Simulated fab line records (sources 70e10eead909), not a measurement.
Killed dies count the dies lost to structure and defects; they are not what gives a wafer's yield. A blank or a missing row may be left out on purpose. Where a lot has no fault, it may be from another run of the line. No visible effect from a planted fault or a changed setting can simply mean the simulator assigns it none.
fab line records	flow nand_harc
[record] lots = 14	wafers = 42	last_day = 31
route steps=1302 shown A_CONTACT@1103 A_BLC@1121 A_M0@1145
lots with no fault: from the same line, run without faults
start_h: the number of hours between the record's first day and the start of the first shown wafer of the lot	wait_h: hours elapsed since this lot's preceding step	" unchanged from the row above	L1.1+2: one row covering several wafers at once	- value missing, or start not given	* or withheld: withheld	< > ~ a bound
route shown NAME@n: a module of which the file shows steps, and the number in the route of the first	usual: average and standard deviation across the fault-free wafers	same: alike in all rows	chamber/n: place in a boat	sites: each site's reading	_std_site: how widely they spread, as a standard deviation	_edge_site: mean of outer sites minus mean of inner sites	radius_mm: for every site, how far away it sits from the centre of the wafer	mask NAME#n: copy n	behind: tool/chamber where the wafer was last shaped	hold: what put the lot on hold/how long, in hours/how the hold closed	device: names the non-switching transistor (n, p or np)	end of line: at the end of the route, the tests of the same wafers	a step given without rows: its recipe and nothing more	killed: dies that structure and defects cost at the first sort, which is not the same as the wafer's yield	map: the dies of a wafer, with x for killed, . for not killed, _ for no die there
set.NAME: the setting as run; set.NAME@STEP: as run at that earlier step	model.NAME: the simulator's own value behind a step, which no gauge read
route steps across a sampled set of lots; one table per step, one row per wafer
services: from which hour (start_h, from the record's first day; less than 0 if before it) a tool's chamber was out of use, for how many hours, and why
[[steps]]
[step NHARC_A_CONTACT_CMP_20]
[recipe] t_overpolish_s = 30	target_thk_nm = 300
[usual] motor_current_A = 11.7/0.74	overpolish_run_s = 30.001/0.0084	time_to_endpoint_s = 58/3.7
lot.wafer	tool	chamber	start_h	wait_h	motor_current_A	overpolish_run_s	time_to_endpoint_s
L196.4	cmp-01	2	522.62	0.5	13.0	29.990	61
L196.2	"	0	"	"	12.7	30.001	54
L196.5	"	2	"	"	12.9	29.990	59
L197.2	cmp-03	3	524.41	0.8	10.8	30.007	64
L197.3	"	2	"	"	11.2	29.991	65
L197.6	"	0	"	"	11.9	29.993	58
L198.1	cmp-02	2	539.56	0.7	11.4	30.015	57
L198.3	"	3	"	"	11.6	29.991	65
L198.2	"	0	"	"	13.3	30.010	54
L200.4	cmp-01	2	544.75	0.4	12.6	29.985	60
L200.2	"	0	"	"	12.8	30.006	56
L200.6	"	3	"	"	11.0	29.993	61
L199.4	cmp-03	0	546.56	0.4	11.6	30.003	55
L199.1	"	1	"	"	11.0	29.999	55
L199.5	"	3	"	"	10.7	30.004	63
L201.2	cmp-03	2	562.04	0.6	11.2	29.995	61
L201.4	"	3	"	"	10.8	29.992	62
L201.1	"	0	"	"	11.5	30.017	56
L204.4	cmp-02	0	594.05	0.4	12.7	30.004	51
L204.6	"	2	"	"	11.7	29.999	54
L204.5	"	3	"	"	10.9	30.011	58
L203.4	cmp-02	3	594.67	0.5	11.1	29.990	60
L203.3	"	0	"	"	13.1	29.994	53
L203.1	"	1	"	"	12.2	30.018	58
L205.3	cmp-02	1	606.68	0.5	12.2	29.986	57
L205.5	"	2	"	"	11.9	29.994	55
L205.6	"	3	"	"	11.5	30.012	61
L206.2	cmp-03	2	615.66	0.8	11.1	30.003	60
L206.5	"	1	"	"	12.1	30.014	53
L206.6	"	2	"	"	10.7	29.994	59
L211.4	cmp-02	3	665.19	0.5	10.5	30.004	64
L211.2	"	0	"	"	13.1	29.992	52
L211.3	"	1	"	"	12.3	30.005	58
L212.1	cmp-03	3	679.12	0.6	11.2	30.005	64
L212.2	"	2	"	"	10.6	30.004	66
L212.6	"	0	"	"	12.3	30.019	60
L213.4	cmp-02	3	690.58	0.4	11.2	29.993	61
L213.2	"	1	"	"	12.9	29.999	59
L213.5	"	3	"	"	11.3	29.992	62
L214.4	cmp-01	2	702.08	0.4	12.5	30.007	58
L214.1	"	3	"	"	10.7	29.992	59
L214.2	"	0	"	"	12.6	30.015	57
[step NHARC_A_BLC_ETCH_16]
[recipe] target_depth_a = 390	over_etch_frac = 0.3	time_s = 65	ion_energy_ev = 80	cf4_flow_sccm = 150	ar_flow_sccm = 0	rf_w = 300	bias_w = 100	chemistry = CF4
[usual] drypump_motor_current_A = 5.6/0.47	oes_product_au = 0.995/0.013	rf_vpp_V = 151.4/1	showerhead_plenum_p_Torr = 1.79/0.058	throttle_valve_pct = 13.283/0.0091
lot.wafer	tool	chamber	start_h	wait_h	drypump_motor_current_A	oes_product_au	rf_hours_counter_h	rf_vpp_V	showerhead_plenum_p_Torr	throttle_valve_pct
L196.2	rie_diel-03	0	523.80	0.1	5.9	1.023	4	151.6	1.84	13.297
L196.4	"	3	"	"	5.4	1.000	4	153.6	1.83	13.279
L196.5	"	1	"	"	5.0	0.999	-	151.8	1.72	13.286
L197.2	rie_diel-06	0	525.50	0.1	5.9	0.988	3	150.8	1.79	13.287
L197.3	"	1	"	"	5.7	1.004	3	150.6	1.84	13.279
L197.6	"	3	"	"	5.9	1.010	-	150.5	1.74	13.292
L198.3	rie_diel-03	2	540.72	0.1	5.2	0.965	6	151.7	1.87	13.291
L198.1	"	3	"	"	5.4	0.994	6	153.0	1.83	13.286
L198.2	"	0	"	"	5.9	1.010	5	151.9	1.84	13.307
L200.4	rie_diel-03	2	545.81	0.1	5.2	0.981	6	152.3	1.87	13.293
L200.2	"	0	"	"	5.9	1.026	6	153.5	1.84	13.274
L200.6	"	3	"	"	5.4	1.008	-	151.1	1.83	13.272
L199.4	rie_diel-03	2	547.58	0.1	5.2	0.965	7	151.6	1.87	13.280
L199.1	"	0	"	"	5.9	1.013	6	153.5	1.84	13.278
L199.5	"	1	"	"	5.0	0.994	-	150.6	1.72	13.274
L201.2	rie_diel-03	1	563.22	0.1	5.0	1.000	7	150.6	1.72	13.294
L201.1	"	2	"	"	5.2	0.993	8	152.3	1.87	13.287
L201.4	"	0	"	"	5.9	1.019	7	150.3	1.83	13.293
L204.4	rie_diel-03	3	595.20	0.1	5.4	1.011	10	153.0	1.82	13.286
L204.6	"	0	"	"	5.9	1.029	-	151.7	1.83	13.274
L204.5	"	1	"	"	5.0	0.996	-	150.8	1.72	13.300
L203.1	rie_diel-06	3	595.88	0.1	5.9	0.989	9	151.2	1.74	13.284
L203.4	"	1	"	"	5.7	1.001	10	152.3	1.84	13.265
L203.3	"	2	"	"	6.7	0.985	9	150.9	1.69	13.269
L205.3	rie_diel-03	1	607.67	0.1	5.0	1.012	10	150.6	1.72	13.281
L205.6	"	3	"	"	5.4	1.001	-	151.8	1.82	13.276
L205.5	"	0	"	"	6.0	1.013	-	153.2	1.83	13.271
L206.2	rie_diel-06	2	616.69	0.1	6.7	0.988	12	150.0	1.68	13.291
L206.5	"	2	"	"	6.7	0.995	-	149.9	1.68	13.284
L206.6	"	3	"	"	5.9	0.979	-	150.5	1.74	13.282
L211.3	rie_diel-03	0	666.37	0.1	5.9	0.988	1	150.2	1.83	13.280
L211.2	"	2	"	"	5.1	0.971	2	152.5	1.86	13.280
L211.4	"	3	"	"	5.4	0.986	1	151.4	1.82	13.290
L212.1	rie_diel-06	1	680.31	0.1	5.7	1.011	0	151.1	1.83	13.292
L212.2	"	3	"	"	5.9	0.979	0	150.1	1.74	13.275
L212.6	"	0	"	"	5.9	0.988	-	150.9	1.79	13.289
L213.2	rie_diel-03	0	691.76	0.1	5.9	1.013	3	151.8	1.83	13.282
L213.4	"	3	"	"	5.4	1.001	3	151.8	1.82	13.283
L213.5	"	1	"	"	5.0	0.988	-	151.1	1.72	13.276
L214.1	rie_diel-03	1	703.23	0.1	5.0	0.992	4	150.5	1.72	13.276
L214.4	"	2	"	"	5.2	0.981	4	152.4	1.86	13.284
L214.2	"	3	"	"	5.5	1.002	3	152.6	1.82	13.289
[step NHARC_A_BLC_PVD_32]
[recipe] target_thk_a = 50	chamber_pressure_pa = 5	power_w = 5000	substrate_temp_c = 200	time_s = 17.7	material = Ti
[usual] throttle_valve_pct = 30.3/0.92
lot.wafer	tool	chamber	start_h	wait_h	throttle_valve_pct
L196.2	pvd_sputter-01	-	-	-	31.9
L196.4	"	-	"	"	30.7
L196.5	"	-	"	"	28.9
L197.2	pvd_sputter-02	-	-	-	29.0
L197.3	"	-	"	"	30.8
L197.6	"	-	"	"	29.3
L198.2	pvd_sputter-01	-	-	-	28.7
L198.1	"	-	"	"	31.0
L198.3	"	-	"	"	31.9
L200.2	pvd_sputter-01	-	-	-	30.7
L200.4	"	-	"	"	32.0
L200.6	"	-	"	"	30.8
L199.4	pvd_sputter-01	-	-	-	30.7
L199.1	"	-	"	"	28.8
L199.5	"	-	"	"	30.8
L201.2	pvd_sputter-01	-	-	-	30.4
L201.1	"	-	"	"	30.9
L201.4	"	-	"	"	29.0
L204.4	pvd_sputter-02	-	-	-	30.7
L204.6	"	-	"	"	29.1
L204.5	"	-	"	"	30.5
L203.4	pvd_sputter-03	-	-	-	30.4
L203.3	"	-	"	"	30.7
L203.1	"	-	"	"	29.6
L205.3	pvd_sputter-03	-	-	-	30.4
L205.5	"	-	"	"	30.6
L205.6	"	-	"	"	29.8
L206.2	pvd_sputter-02	-	-	-	29.3
L206.5	"	-	"	"	30.6
L206.6	"	-	"	"	30.8
L211.2	pvd_sputter-03	-	-	-	29.0
L211.3	"	-	"	"	30.8
L211.4	"	-	"	"	30.4
L212.1	pvd_sputter-01	-	-	-	31.5
L212.2	"	-	"	"	29.7
L212.6	"	-	"	"	30.2
L213.4	pvd_sputter-02	-	-	-	30.7
L213.2	"	-	"	"	29.6
L213.5	"	-	"	"	30.4
L214.4	pvd_sputter-01	-	-	-	31.7
L214.2	"	-	"	"	30.6
L214.1	"	-	"	"	29.9
[step NHARC_A_M0_PEB_07]
[recipe] peb_temp_c = 100	peb_time_s = 65
[usual] heater_power_total_W = 156.6/0.43	plate_temp_C = 100.02/0.13
[same] peb_time_s = 65
lot.wafer	tool	chamber	start_h	wait_h	heater_power_total_W	plate_temp_C
L196.2	litho_track-01	0	527.35	0.1	157.0	100.19
L196.4	"	0	"	"	156.6	100.00
L196.5	"	0	"	"	156.7	99.96
L197.2	litho_track-01	0	529.17	0.1	157.0	99.87
L197.3	"	0	"	"	156.2	100.22
L197.6	"	0	"	"	157.1	100.03
L198.1	litho_track-06	0	544.76	0.1	156.4	99.86
L198.2	"	0	"	"	156.2	99.81
L198.3	"	0	"	"	155.9	99.84
L200.2	litho_track-01	0	549.62	0.1	156.0	99.98
L200.4	"	0	"	"	156.0	100.13
L200.6	"	0	"	"	157.2	100.08
L199.1	litho_track-06	0	551.43	0.1	156.1	99.91
L199.4	"	0	"	"	157.1	100.06
L199.5	"	0	"	"	156.0	99.88
L201.1	litho_track-04	0	566.89	0.1	156.9	100.08
L201.2	"	0	"	"	156.6	100.03
L201.4	"	0	"	"	157.2	100.01
L204.4	litho_track-06	0	598.86	0.0	157.1	99.85
L204.5	"	0	"	"	157.1	100.08
L204.6	"	0	"	"	157.0	100.07
L203.1	litho_track-04	0	599.56	0.1	156.8	100.10
L203.3	"	0	"	"	157.2	99.97
L203.4	"	0	"	"	155.9	99.95
L205.3	litho_track-04	0	611.32	0.0	156.9	99.89
L205.5	"	0	"	"	156.1	100.08
L205.6	"	0	"	"	156.0	100.06
L206.2	litho_track-06	0	620.24	0.1	156.4	100.09
L206.5	"	0	"	"	157.1	100.16
L206.6	"	0	"	"	156.7	99.97
L211.2	litho_track-06	0	670.08	0.1	157.1	99.93
L211.3	"	0	"	"	155.9	99.98
L211.4	"	0	"	"	156.3	100.11
L212.1	litho_track-04	0	684.08	0.1	168.9	105.67
L212.2	"	0	"	"	167.8	105.61
L212.6	"	0	"	"	168.4	105.44
L213.2	litho_track-04	0	695.43	0.1	168.1	105.52
L213.4	"	0	"	"	168.8	105.57
L213.5	"	0	"	"	167.7	105.67
L214.1	litho_track-01	0	707.02	0.1	156.4	99.95
L214.2	"	0	"	"	156.2	100.13
L214.4	"	0	"	"	156.5	100.15
[step NHARC_A_M0_CD_MEAS_09]
[recipe] target_cd_nm = 80	landing_energy_ev = 500
[usual] cd_nm = 80.2/0.83
[same] landing_energy_ev = 500
lot.wafer	tool	chamber	start_h	wait_h	cd_nm
L196.2	cd_sem-01	0	527.43	-	81.2
L196.4	"	0	"	"	80.8
L196.5	"	0	"	"	81.6
L197.2	cd_sem-02	0	529.25	-	79.3
L197.3	"	0	"	"	80.5
L197.6	"	0	"	"	80.5
L198.1	cd_sem-02	0	544.84	-	79.4
L198.2	"	0	"	"	80.9
L198.3	"	0	"	"	80.7
L200.2	cd_sem-03	0	549.70	-	81.3
L200.4	"	0	"	"	80.1
L200.6	"	0	"	"	80.5
L199.1	cd_sem-02	0	551.51	-	81.0
L199.4	"	0	"	"	80.5
L199.5	"	0	"	"	78.7
L201.1	cd_sem-03	0	566.97	-	81.6
L201.2	"	0	"	"	80.7
L201.4	"	0	"	"	81.1
L204.4	cd_sem-02	0	598.95	-	80.6
L204.5	"	0	"	"	79.7
L204.6	"	0	"	"	80.0
L203.1	cd_sem-02	0	599.64	-	78.5
L203.3	"	0	"	"	81.0
L203.4	"	0	"	"	78.6
L205.3	cd_sem-01	0	611.40	-	80.0
L205.5	"	0	"	"	80.3
L205.6	"	0	"	"	78.6
L206.2	cd_sem-03	0	620.32	-	79.9
L206.5	"	0	"	"	80.1
L206.6	"	0	"	"	81.1
L211.2	cd_sem-02	0	670.16	-	79.2
L211.3	"	0	"	"	80.8
L211.4	"	0	"	"	80.9
L212.1	cd_sem-03	0	684.16	-	99.6
L212.2	"	0	"	"	99.5
L212.6	"	0	"	"	100.2
L213.2	cd_sem-02	0	695.51	-	98.9
L213.4	"	0	"	"	97.7
L213.5	"	0	"	"	99.1
L214.1	cd_sem-02	0	707.10	-	79.5
L214.2	"	0	"	"	80.6
L214.4	"	0	"	"	79.1
[[services]]
tool	chamber	start_h	hours	kind
litho_track-01	-	505.00	7.0	pm
rie_diel-06	-	512.94	0.2	repair
cmp-03	-	516.60	0.9	repair
litho_track-06	-	529.00	7.0	pm
cmp-02	-	529.06	4.0	pm
pvd_sputter-01	-	549.41	6.2	repair
litho_track-04	-	553.01	7.0	pm
cmp-03	-	554.47	4.0	pm
cmp-03	-	562.91	2.7	repair
rie_diel-03	0	570.21	4.8	repair
cmp-03	-	570.47	0.8	repair
pvd_sputter-01	-	582.00	10.0	pm
cmp-03	-	589.21	3.3	repair
cmp-02	-	589.25	0.4	repair
cmp-03	-	613.39	0.4	repair
cmp-03	-	622.17	3.3	repair
cmp-02	-	627.06	4.0	pm
rie_diel-03	-	635.94	9.0	pm
cmp-02	-	645.50	3.6	repair
cmp-03	-	652.47	4.0	pm
cmp-02	-	674.90	0.5	repair
cmp-03	-	677.29	1.6	repair
litho_track-06	-	704.00	7.0	pm
rie_diel-03	0	706.02	5.1	repair
[[key]]
[first_sign] step = NHARC_A_M0_PEB_07	reading = plate_temp_C	direction = up	sigmas = 43	usual = *	struck = *
[effect] step = NHARC_A_M0_PEB_07	reading = heater_power_total_W	direction = up	sigmas = 27	usual = *	struck = *
[effect] step = NHARC_A_M0_CD_MEAS_09	reading = cd_nm	direction = up	sigmas = 23	usual = 80.2	struck = 99.2
met_at NHARC_A_M0_PEB_07
struck_lots L212,L213
later_rows_left_out L212.1,L212.2,L212.6,L213.2,L213.4,L213.5
sort_left_out L212.1,L212.2,L212.6,L213.2,L213.4,L213.5
not_acting_at NHARC_A_CONTACT_CMP_20,NHARC_A_BLC_ETCH_16,NHARC_A_BLC_PVD_32
onset_between 611.32 684.08
[fault] kind = process_parameter_drift	tool = litho_track-04	chamber = -	onset_h = 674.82	steps = NHARC_A_M0_PEB_07	channel = peb_temp_c	offset = *	shape = step	acts_in = *	stated = *
// sort_left_out: the simulated sort isn't trusted on such a fault, so these wafers' sort isn't shown, and their yield isn't known
// later_rows_left_out: the simulator's readings of these wafers behind a module that went badly wrong aren't trusted and aren't shown, but for the sort
